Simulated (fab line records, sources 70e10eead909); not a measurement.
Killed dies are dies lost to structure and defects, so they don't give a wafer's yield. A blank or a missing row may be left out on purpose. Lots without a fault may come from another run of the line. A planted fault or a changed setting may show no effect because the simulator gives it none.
fab line records | flow nand_harc | part 1 of 2: steps 1 to 22 of 37
record lots=5 wafers=15 last_day=23
route steps=1159 shown P_STI@78 P_GATE@110
lots that met no fault: from a run of the same line without faults
start_h: hours from the record's first day to the start of the lot's first wafer shown | wait_h: hours since the lot's step before | " the same as in the row above | L1.1+2: a row that stands for several wafers | - no value, or no start given | * or withheld: withheld | < > ~ a bound
route shown NAME@n: a module of which the file shows steps, and the number in the route of the first | usual: mean/standard deviation of fault-free wafers | same: alike in all rows | chamber/n: place in a boat | sites: the reading at each site | _std_site: their standard deviation | _edge_site: outer sites' mean less inner sites' | radius_mm: how far each site lies from the wafer's centre | mask NAME#n: copy n | behind: the tool/chamber that last shaped the wafer | hold: why the lot was held/for how many hours/how that ended | device: the transistor (n, p or np) that didn't switch | end of line: the same wafers' tests at the end of the route | a step without rows: its recipe alone | killed: dies lost to structure and defects at the first sort, not the wafer's yield | map: a wafer's dies, x killed, . not, _ none there
set.NAME: the setting as run; set.NAME@STEP: as run at that earlier step | model.NAME: the simulator's own value behind a step, which no gauge read
lots at some steps of the route; a table a step, a row a wafer
services: from which hour (start_h, from the record's first day; less than 0 if before it) a tool's chamber was out of use, for how many hours, and why
## steps
# step NHARC_P_STI_SOFTBAKE_04
# recipe temp_c=125 time_s=70
# usual chill_plate_temp_C=22.98/0.091 plate_temp_C=124.98/0.14
# columns lot.wafer tool chamber start_h wait_h chill_plate_temp_C plate_temp_C
L079.2 litho_track-07 0 - - 23.05 124.94
L079.4 " 0 " " 23.08 125.16
L079.5 " 0 " " 23.05 125.20
L083.3 litho_track-03 0 - - 23.02 125.02
L083.4 " 0 " " 22.87 124.90
L083.6 " 0 " " 22.99 124.85
L090.2 litho_track-03 0 - - 23.20 124.96
L090.4 " 0 " " 23.09 124.80
L090.6 " 0 " " 22.94 125.05
L092.1 litho_track-07 0 - - 22.98 124.95
L092.4 " 0 " " 23.02 125.09
L092.5 " 0 " " 22.95 124.92
L091.1 litho_track-05 0 - - 23.09 124.81
L091.2 " 0 " " 23.00 125.00
L091.3 " 0 " " 22.85 124.96
# step NHARC_P_STI_EBR_05
# usual chill_plate_temp_C=23.00/0.11
# columns lot.wafer tool chamber start_h wait_h chill_plate_temp_C
L079.2 litho_track-07 0 - - 23.17
L079.4 " 0 " " 23.05
L079.5 " 0 " " 23.12
L083.3 litho_track-03 0 - - 23.02
L083.4 " 0 " " 22.85
L083.6 " 0 " " 23.08
L090.2 litho_track-03 0 - - 22.97
L090.4 " 0 " " 22.87
L090.6 " 0 " " 22.88
L092.1 litho_track-07 0 - - 23.03
L092.4 " 0 " " 22.97
L092.5 " 0 " " 22.94
L091.1 litho_track-05 0 - - 22.69
L091.2 " 0 " " 23.00
L091.3 " 0 " " 22.94
# step NHARC_P_STI_EXPOSE_06
# recipe na=0.55 target_cd_nm=200 dose_mj=37.69 mask_id=P_STI
# usual exposure_dose_mJ_cm2=37.68/0.035
# columns lot.wafer tool chamber start_h wait_h mask exposure_dose_mJ_cm2
L079.2 krf_scanner-04 0 67.29 - P_STI#0 37.70
L079.4 " 0 " " P_STI#0 37.69
L079.5 " 0 " " P_STI#0 37.69
L083.3 krf_scanner-01 0 88.66 - P_STI#0 37.72
L083.4 " 0 " " P_STI#0 37.74
L083.6 " 0 " " P_STI#0 37.72
L090.2 krf_scanner-03 0 131.72 - P_STI#0 37.67
L090.4 " 0 " " P_STI#0 37.70
L090.6 " 0 " " P_STI#0 37.68
L092.1 krf_scanner-01 0 140.12 - P_STI#0 37.72
L092.4 " 0 " " P_STI#0 37.65
L092.5 " 0 " " P_STI#0 37.71
L091.1 krf_scanner-03 0 140.28 - P_STI#0 37.64
L091.2 " 0 " " P_STI#0 37.61
L091.3 " 0 " " P_STI#0 37.64
# step NHARC_P_STI_PEB_07
# recipe peb_temp_c=128 peb_time_s=80
# usual chill_plate_temp_C=22.98/0.12 plate_temp_C=128.00/0.12
# columns lot.wafer tool chamber start_h wait_h chill_plate_temp_C plate_temp_C
L079.2 litho_track-03 0 67.36 0.1 22.63 127.74
L079.4 " 0 " " 22.73 127.84
L079.5 " 0 " " 22.71 127.68
L083.3 litho_track-03 0 88.72 0.1 23.09 127.88
L083.4 " 0 " " 23.04 127.95
L083.6 " 0 " " 22.93 127.97
L090.2 litho_track-03 0 131.78 0.1 23.01 128.08
L090.4 " 0 " " 23.09 128.13
L090.6 " 0 " " 23.13 128.23
L092.1 litho_track-07 0 140.18 0.1 22.81 127.84
L092.4 " 0 " " 23.04 127.87
L092.5 " 0 " " 22.94 127.96
L091.1 litho_track-07 0 140.34 0.1 22.96 127.83
L091.2 " 0 " " 22.82 127.88
L091.3 " 0 " " 22.99 128.00
# step NHARC_P_STI_DEVELOP_08
# recipe time_s=50 dev_temp_c=22
# usual chill_plate_temp_C=23.00/0.11
# columns lot.wafer tool chamber start_h wait_h chill_plate_temp_C
L079.2 litho_track-03 0 - - 22.99
L079.4 " 0 " " 23.01
L079.5 " 0 " " 23.18
L083.3 litho_track-03 0 - - 22.89
L083.4 " 0 " " 22.89
L083.6 " 0 " " 22.84
L090.2 litho_track-03 0 - - 22.94
L090.4 " 0 " " 22.96
L090.6 " 0 " " 22.84
L092.1 litho_track-07 0 - - 23.00
L092.4 " 0 " " 23.14
L092.5 " 0 " " 23.11
L091.1 litho_track-07 0 - - 22.89
L091.2 " 0 " " 22.94
L091.3 " 0 " " 22.83
# step NHARC_P_STI_CD_MEAS_09
# recipe target_cd_nm=200 landing_energy_ev=500
# usual cd_nm=199.9/1.9
# columns lot.wafer tool chamber start_h wait_h cd_nm
L079.2 cd_sem-03 0 67.44 - 204.2
L079.4 " 0 " " 203.6
L079.5 " 0 " " 200.9
L083.3 cd_sem-02 0 88.80 - 200.7
L083.4 " 0 " " 200.0
L083.6 " 0 " " 199.4
L090.2 cd_sem-01 0 131.87 - 200.2
L090.4 " 0 " " 201.7
L090.6 " 0 " " 200.9
L092.1 cd_sem-01 0 140.27 - 198.7
L092.4 " 0 " " 199.7
L092.5 " 0 " " 198.1
L091.1 cd_sem-02 0 140.43 - 200.1
L091.2 " 0 " " 198.0
L091.3 " 0 " " 199.5
# step NHARC_P_STI_OVL_MEAS_10
# usual overlay_x_nm=0/6.8 overlay_y_nm=1/5.8
# columns lot.wafer tool chamber start_h wait_h overlay_x_nm overlay_y_nm
L079.2 overlay-01 - 67.53 - -5 -2
L079.4 " - " " -5 -2
L079.5 " - " " -5 -2
L083.3 overlay-02 - 88.89 - 4 2
L083.4 " - " " 4 2
L083.6 " - " " 5 3
L090.2 overlay-01 - 131.95 - 4 15
L090.4 " - " " 4 16
L090.6 " - " " 4 15
L092.1 overlay-02 - 140.36 - 0 -4
L092.4 " - " " 0 -3
L092.5 " - " " 0 -4
L091.1 overlay-01 - 140.53 - -9 1
L091.2 " - " " -10 1
L091.3 " - " " -9 1
# step NHARC_P_STI_INSPECT_11
# usual raw_defect_count=5.5/2.7
# columns lot.wafer tool chamber start_h wait_h raw_defect_count
L079.2 defect_inspect-01 - 67.57 0.0 6
L079.4 " - " " 2
L079.5 " - " " 5
L083.3 defect_inspect-01 - 88.92 0.0 5
L083.4 " - " " 7
L083.6 " - " " 11
L090.2 defect_inspect-01 - 131.99 0.0 7
L090.4 " - " " 9
L090.6 " - " " 12
L092.1 defect_inspect-02 - 140.40 0.0 4
L092.4 " - " " 1
L092.5 " - " " 2
L091.1 defect_inspect-01 - 140.58 0.1 4
L091.2 " - " " 4
L091.3 " - " " 6
# step NHARC_P_STI_HARDBAKE_13
# recipe temp_c=118 time_s=65
# usual chill_plate_temp_C=23.02/0.12 plate_temp_C=117.99/0.12
# columns lot.wafer tool chamber start_h wait_h chill_plate_temp_C plate_temp_C
L079.2 litho_track-03 0 67.63 0.1 22.92 118.04
L079.4 " 0 " " 22.91 118.15
L079.5 " 0 " " 22.97 118.23
L083.3 litho_track-03 0 88.99 0.1 23.11 118.16
L083.4 " 0 " " 23.01 118.14
L083.6 " 0 " " 23.16 118.25
L090.2 litho_track-03 0 132.05 0.1 23.06 117.98
L090.4 " 0 " " 23.08 117.95
L090.6 " 0 " " 23.12 117.86
L092.1 litho_track-03 0 140.45 0.1 23.02 117.90
L092.4 " 0 " " 23.05 117.78
L092.5 " 0 " " 22.95 117.98
L091.1 litho_track-07 0 140.64 0.1 23.02 117.91
L091.2 " 0 " " 23.05 118.06
L091.3 " 0 " " 22.98 118.00
# step NHARC_P_STI_DESCUM_14
# recipe time_s=3 o2_flow_sccm=200 ar_flow_sccm=0 bias_power_w=0 chemistry=O2
# usual drypump_motor_current_A=5.8/0.45 mfc_ar_sccm=0.010/0.013 oes_product_au=0.999/0.0066 rf_vpp_V=57.9/0.86 showerhead_plenum_p_Torr=1.93/0.089 throttle_valve_pct=11.311/0.0084
# columns lot.wafer tool chamber start_h wait_h drypump_motor_current_A mfc_ar_sccm oes_product_au rf_hours_counter_h rf_vpp_V showerhead_plenum_p_Torr throttle_valve_pct
L079.2 rie_diel-09 1 67.71 - 6.0 0.023 0.994 11 58.4 1.95 11.307
L079.4 " 3 " " 5.9 0.006 1.005 11 58.6 1.98 11.304
L079.5 " 1 " " 6.0 0.023 1.008 - 58.4 1.95 11.332
L083.4 rie_diel-06 1 89.06 - 5.9 0.020 1.007 1 58.4 2.05 11.318
L083.3 " 3 " " 6.0 0 0.986 1 57.0 1.99 11.315
L083.6 " 1 " " 5.9 0.020 1.018 - 58.8 2.05 11.315
L090.2 rie_diel-11 1 132.12 - 5.0 0 0.987 3 58.3 2.01 11.319
L090.4 " 3 " " 5.8 0 1.003 3 59.0 2.05 11.309
L090.6 " 2 " " 6.3 0.038 1.004 - 57.1 1.84 11.320
L092.4 rie_diel-11 2 140.53 - 6.3 0.038 0.997 4 58.2 1.84 11.313
L092.1 " 1 " " 5.0 0 0.999 3 57.4 2.01 11.317
L092.5 " 3 " " 5.8 0 1.004 - 60.7 2.05 11.300
L091.1 rie_diel-06 2 140.72 - 5.7 0 0.996 3 57.2 1.84 11.312
L091.2 " 0 " " 5.7 0 1.007 3 55.3 1.80 11.308
L091.3 " 1 " " 5.9 0.020 0.995 2 59.0 2.05 11.319
# step NHARC_P_STI_ETCH_42
# recipe target_depth_a=800 overetch_a=240 time_s=61 ion_energy_ev=200 n2_flow_sccm=150 h2_flow_sccm=150 ar_flow_sccm=0 rf_w=400 bias_w=150 chemistry=N2/H2
# usual drypump_motor_current_A=5.7/0.47 mfc_ar_sccm=0.010/0.012 oes_product_au=1.000/0.0063 rf_vpp_V=431.0/2.7 showerhead_plenum_p_Torr=2.06/0.096 throttle_valve_pct=14.172/0.01
# columns lot.wafer tool chamber start_h wait_h drypump_motor_current_A mfc_ar_sccm oes_product_au rf_hours_counter_h rf_vpp_V showerhead_plenum_p_Torr throttle_valve_pct
L079.4 rie_diel-09 1 67.79 0.1 6.0 0.023 1.005 11 431.0 2.08 14.184
L079.2 " 3 " " 5.9 0.006 1.004 11 434.0 2.11 14.173
L079.5 " 0 " " 6.2 0.008 0.996 - 428.4 1.96 14.174
L083.3 rie_diel-06 1 89.14 0.1 5.9 0.020 1.020 1 434.5 2.19 14.167
L083.4 " 2 " " 5.7 0 1.004 1 429.2 1.96 14.171
L083.6 " 1 " " 5.9 0.020 1.009 - 434.1 2.19 14.191
L090.2 rie_diel-11 1 132.21 0.1 5.0 0 0.999 3 432.2 2.14 14.163
L090.4 " 0 " " 6.0 0.013 1.000 3 431.3 2.05 14.171
L090.6 " 1 " " 5.0 0 0.995 - 433.9 2.14 14.171
L092.1 rie_diel-11 0 140.62 0.1 6.0 0.013 0.998 3 431.0 2.05 14.161
L092.4 " 2 " " 6.3 0.038 1.010 4 427.9 1.96 14.174
L092.5 " 1 " " 5.0 0 0.996 - 432.0 2.14 14.170
L091.3 rie_diel-06 3 140.80 0.1 6.0 0 0.997 2 433.0 2.12 14.153
L091.2 " 1 " " 5.9 0.020 0.997 2 434.2 2.19 14.165
L091.1 " 2 " " 5.7 0 0.994 3 428.8 1.96 14.163
# step NHARC_P_STI_ETCH_31
# recipe target_depth_a=1089 time_s=54.5 cf4_flow_sccm=100 chf3_flow_sccm=30 ar_flow_sccm=0 rf_w=500 bias_w=200 chemistry=CF4/CHF3
# usual drypump_motor_current_A=5.7/0.47 mfc_ar_sccm=0.010/0.013 oes_product_au=0.962/0.015 rf_vpp_V=370.9/2.5 showerhead_plenum_p_Torr=1.58/0.071 throttle_valve_pct=16.804/0.0096
# columns lot.wafer tool chamber start_h wait_h drypump_motor_current_A mfc_ar_sccm oes_product_au rf_hours_counter_h rf_vpp_V showerhead_plenum_p_Torr throttle_valve_pct
L079.2 rie_diel-09 0 - - 6.2 0.008 0.950 11 368.0 1.52 16.795
L079.4 " 1 " " 6.0 0.023 0.960 11 371.6 1.60 16.806
L079.5 " 0 " " 6.2 0.008 0.949 - 368.4 1.52 16.791
L083.4 rie_diel-06 1 - - 5.9 0.020 0.969 1 374.3 1.68 16.788
L083.3 " 2 " " 5.7 0 0.955 1 368.5 1.52 16.809
L083.6 " 1 " " 5.9 0.020 0.968 - 374.4 1.68 16.802
L090.4 rie_diel-11 0 - - 5.9 0.013 0.979 3 371.9 1.58 16.818
L090.2 " 2 " " 6.3 0.038 0.955 3 367.9 1.51 16.805
L090.6 " 3 " " 5.8 0 0.969 - 374.3 1.68 16.795
L092.4 rie_diel-11 0 - - 6.0 0.013 0.970 3 371.5 1.58 16.815
L092.1 " 2 " " 6.3 0.038 0.970 4 368.5 1.51 16.794
L092.5 " 3 " " 5.8 0 0.968 - 373.8 1.68 16.807
L091.3 rie_diel-06 0 - - 5.6 0 0.964 3 367.3 1.48 16.795
L091.1 " 2 " " 5.7 0 0.959 3 368.9 1.52 16.818
L091.2 " 3 " " 5.9 0 0.953 2 372.6 1.63 16.800
# step NHARC_P_STI_ETCH_15
# recipe target_depth_a=3000 taper_deg=4 time_s=100.1 hbr_flow_sccm=150 cl2_flow_sccm=50 rf_w=400 icp_w=400 bias_w=100 chemistry=HBr/Cl2
# usual drypump_motor_current_A=5.7/0.43 oes_product_au=1.003/0.008 throttle_valve_pct=26.406/0.0085
# columns lot.wafer tool chamber start_h wait_h drypump_motor_current_A oes_product_au rf_hours_counter_h throttle_valve_pct
L079.4 rie_si-01 1 67.99 - 5.0 1.005 0.8 26.402
L079.2 " 2 " " 6.4 1.012 0.8 26.399
L079.5 " 1 " " 5.0 0.999 - 26.412
L083.3 rie_si-05 3 89.35 - 6.1 0.996 0.1 26.404
L083.4 " 1 " " 5.0 1.008 0.1 26.414
L083.6 " 2 " " 5.2 1.004 - 26.398
L090.4 rie_si-05 3 132.41 - 6.0 0.998 0.5 26.404
L090.2 " 0 " " 5.3 1.006 0.4 26.393
L090.6 " 3 " " 6.1 0.992 - 26.412
L092.1 rie_si-02 0 140.82 - 5.6 1.012 0.8 26.410
L092.4 " 2 " " 6.4 0.996 0.6 26.396
L092.5 " 3 " " 5.8 0.992 - 26.402
L091.2 rie_si-05 3 140.99 - 6.0 0.992 0.6 26.408
L091.3 " 0 " " 5.3 1.006 0.5 26.411
L091.1 " 1 " " 5.1 1.018 0.4 26.407
# step NHARC_P_STI_CD_MEAS_16
# usual cd_nm=199.7/2
# columns lot.wafer tool chamber start_h wait_h cd_nm
L079.2 cd_sem-02 - 68.14 - 202.8
L079.4 " - " " 203.1
L079.5 " - " " 200.0
L083.3 cd_sem-03 - 89.50 - 199.0
L083.4 " - " " 199.5
L083.6 " - " " 199.0
L090.2 cd_sem-03 - 132.56 - 200.5
L090.4 " - " " 202.0
L090.6 " - " " 201.3
L092.1 cd_sem-03 - 140.98 - 198.9
L092.4 " - " " 200.8
L092.5 " - " " 198.6
L091.1 cd_sem-02 - 141.16 - 199.2
L091.2 " - " " 197.5
L091.3 " - " " 199.7
# step NHARC_P_STI_OCD_MEAS_17
# usual trench_depth_nm=302/3.1 trench_foot_cd_nm=157.7/1.9
# columns lot.wafer tool chamber start_h wait_h trench_depth_nm trench_foot_cd_nm
L079.2 ocd-02 - 68.23 0.1 307 160.6
L079.4 " - " " 302 160.9
L079.5 " - " " 302 158.7
L083.3 ocd-02 - 89.59 0.1 300 158.4
L083.4 " - " " 303 157.5
L083.6 " - " " 300 157.1
L090.2 ocd-02 - 132.65 0.1 303 157.4
L090.4 " - " " 298 160.1
L090.6 " - " " 299 159.2
L092.1 ocd-02 - 141.07 0.1 306 156.0
L092.4 " - " " 300 157.5
L092.5 " - " " 296 157.4
L091.1 ocd-01 - 141.25 0.1 303 158.0
L091.2 " - " " 298 155.9
L091.3 " - " " 301 157.6
# step NHARC_P_STI_STRIP_19
# recipe time_s=900 temp_c=130 chemistry=SPM
# columns lot.wafer tool chamber start_h wait_h
L079.2+4+5 wet_bench-06 4,5,1 68.28 0.1
L083.4+3+6 wet_bench-01 1,2,3 89.65 0.1
L090.2+4+6 wet_bench-05 1,3,4 132.74 0.1
L092.4+1+5 wet_bench-05 5,6,0 141.12 0.0
L091.3+2+1 wet_bench-01 4,6,7 141.30 0.0
# step NHARC_P_STI_PRECLEAN_32
# recipe time_s=* temp_c=50 bath_age_min=0 chemistry=SC1
# same bath_age_min=0
# columns lot.wafer tool chamber start_h wait_h
L079.2+4+5 wet_bench-06 4,5,1 - -
L083.4+3+6 wet_bench-01 1,2,3 - -
L090.2+4+6 wet_bench-05 1,3,4 - -
L092.4+1+5 wet_bench-05 5,6,0 - -
L091.3+2+1 wet_bench-01 4,6,7 - -
# step NHARC_P_STI_SRD_23
# columns lot.wafer tool chamber start_h wait_h
L079.2+4+5 wet_bench-06 4,5,1 - -
L083.4+3+6 wet_bench-01 1,2,3 - -
L090.2+4+6 wet_bench-05 1,3,4 - -
L092.4+1+5 wet_bench-05 5,6,0 - -
L091.3+2+1 wet_bench-01 4,6,7 - -
# step NHARC_P_STI_OCD_MEAS_43
# usual trench_depth_nm=302/3.2 trench_foot_cd_nm=157.7/1.9
# columns lot.wafer tool chamber start_h wait_h trench_depth_nm trench_foot_cd_nm
L079.2 ocd-02 - 68.74 - 308 160.3
L079.4 " - " " 302 160.9
L079.5 " - " " 302 158.6
L083.3 ocd-01 - 90.10 - 300 158.0
L083.4 " - " " 303 157.3
L083.6 " - " " 299 157.5
L090.2 ocd-01 - 133.19 - 303 157.6
L090.4 " - " " 299 160.2
L090.6 " - " " 299 158.8
L092.1 ocd-02 - 141.57 - 306 156.0
L092.4 " - " " 300 157.7
L092.5 " - " " 296 156.4
L091.1 ocd-01 - 141.76 - 303 157.9
L091.2 " - " " 298 156.4
L091.3 " - " " 301 157.6
# step NHARC_P_STI_OXIDE_33
# recipe target_thk_a=100 temp_c=1000 ox_time_s=281 material=SiO2
# usual tube_center_temp_C=1000/0.098 zone_power_lower_pct=21.4/0.92
# same ox_time_s=281
# columns lot.wafer tool chamber start_h wait_h tube_center_temp_C zone_power_lower_pct
L079.2 furnace-03 0 68.95 0.2 1000.2 20.8
L079.4 " 0 " " 1000 21.0
L079.5 " 0 " " 1000.1 21.2
L083.3 furnace-07 0 95.90 5.8 1000.1 22.2
L083.4 " 0 " " 999.93 22.6
L083.6 " 0 " " 999.94 21.9
L090.2 furnace-07 0 135.19 2.0 1000.1 22.7
L090.4 " 0 " " 1000.1 22.4
L090.6 " 0 " " 1000.1 22.6
L091.1 furnace-04 0 147.47 5.7 1000 20.2
L091.2 " 0 " " 999.98 19.9
L091.3 " 0 " " 1000.1 19.8
L092.1 furnace-04 0 147.47 5.9 1000.2 20.2
L092.4 " 0 " " 1000 19.8
L092.5 " 0 " " 999.93 20.2
# step NHARC_P_STI_HDPCVD_20
# recipe target_thk_a=withheld sigma_open_frac=withheld material=SiO2
# columns lot.wafer tool chamber start_h wait_h
L079.2+4+5 hdpcvd-01 1,0,1 74.64 1.4
L083.3+4+6 hdpcvd-01 0,1,1 100.71 0.5
L090.2+4+6 hdpcvd-01 0,0,1 140.35 0.9
L091.1+2+3 hdpcvd-01 0,1,0 152.29 0.5
L092.1+4+5 hdpcvd-01 1,1,0 152.87 1.1
# step NHARC_P_STI_ANNEAL_34
# recipe temp_c=1000 time_s=1800
# usual tube_center_temp_C=1000/0.085 zone_power_lower_pct=20.9/0.87
# columns lot.wafer tool chamber start_h wait_h tube_center_temp_C zone_power_lower_pct
L079.2 furnace-04 0 77.98 3.3 1000 19.9
L079.4 " 0 " " 1000 20.1
L079.5 " 0 " " 1000.1 19.9
L083.3 furnace-04 0 106.83 6.0 999.95 20.0
L083.4 " 0 " " 1000 20.0
L083.6 " 0 " " 999.95 19.7
L090.2 furnace-03 0 145.51 5.1 1000.1 21.3
L090.4 " 0 " " 999.9 21.0
L090.6 " 0 " " 1000.1 21.4
L091.1 furnace-04 0 158.18 5.8 999.88 20.2
L091.2 " 0 " " 1000 20.1
L091.3 " 0 " " 1000.1 19.8
L092.1 furnace-04 0 158.18 5.2 999.92 20.1
L092.4 " 0 " " 999.87 19.9
L092.5 " 0 " " 1000 20.2
